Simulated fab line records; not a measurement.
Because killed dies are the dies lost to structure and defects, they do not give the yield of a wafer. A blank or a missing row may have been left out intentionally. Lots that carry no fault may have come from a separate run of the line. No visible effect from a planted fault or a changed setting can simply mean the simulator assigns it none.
Comparing a struck lot with a sound one | flow nand-harc | 14 steps out of a route of 1159
Sound: wafers L357.2, L357.5, L357.6. Wafers struck: L347.4, L347.5, L347.6. The cause is given at the end.
Order at every step that has rows: each side's tool, ch and its chambers, its first start. Under that, the readings that differ: sound wafers | struck wafers | difference of the means | sigmas: that difference in standard deviations of wafers without a fault.
alike: readings whose means differ by less than 2 such deviations, and words and numbers that are the same on both sides. not compared: withheld readings, readings that some wafer has no value for, bounds like >300 that may hide the same value, and numbers for which the record gives no deviation and whose values overlap.
Wherever a step has rows on one side only, a row that says differs or no value, or a row with sigmas, the two part there. When numbers do not overlap yet have no deviation, they are printed without sigmas and do not part them. Lack of a reading on every wafer of one side parts them only where that side has two or more wafers.

first, 4 steps without rows for these wafers: NHARC_P_GATE_EBR_07; NHARC_P_GATE_EXPOSE_08 (exposes mask P HV); NHARC_P_GATE_PEB_09 (peb time 85 s); NHARC_P_GATE_DEVELOP_10 (time 70 s).
NHARC_P_GATE_CD_MEAS_11 targets a cd of 1640 nm.
  sound on cd-sem-02 ch 0, day 8 14:03; struck on cd-sem-01 ch 0, day 6 03:25
  alike: cd-nm
then, 1 step without rows for these wafers: NHARC_P_GATE_HARDBAKE_12 (time 80 s).
NHARC_P_GATE_DESCUM_13: chemistry O2, time 3 s.
  sound on rie-diel-03 ch 0,2,3, day 8 14:14; struck on rie-diel-02 ch 0,2,3, day 6 03:35
  alike: drypump-motor-current-A, oes-product-au, rf-vpp-V, showerhead-plenum-p-Torr, throttle-valve-pct
  not compared: rf-hours-counter-h
then, 5 steps without rows for these wafers: NHARC_P_GATE_ETCH_14 (etches SiO2 in dHF, target depth 48.8 nm); NHARC_P_GATE_STRIP_15 (strips in SPM, time 780 s); NHARC_P_GATE_PRECLEAN_71 (cleans in SC1); NHARC_P_GATE_SRD_72; NHARC_P_GATE_OXIDE_16 (material SiO2, target thk 3 nm, ox time 392 s).
NHARC_P_GATE_CVD_17: deposits poly-Si, target thk 150 nm, time 900 s.
  sound on lpcvd-poly-03 ch 0, day 9 00:23; struck on lpcvd-poly-03 ch 0, day 6 16:12
  alike: zone-power-bottom-pct
NHARC_P_GATE_HM_DEP_102: deposits aC, target thk 120 nm.
  sound on acl-dep-02 ch 0, day 9 04:04; struck on acl-dep-02 ch 0, day 6 19:26
  alike: throttle-valve-pct

WHERE THEY PART
Nowhere in this record.

WHY: whatever the simulator had introduced
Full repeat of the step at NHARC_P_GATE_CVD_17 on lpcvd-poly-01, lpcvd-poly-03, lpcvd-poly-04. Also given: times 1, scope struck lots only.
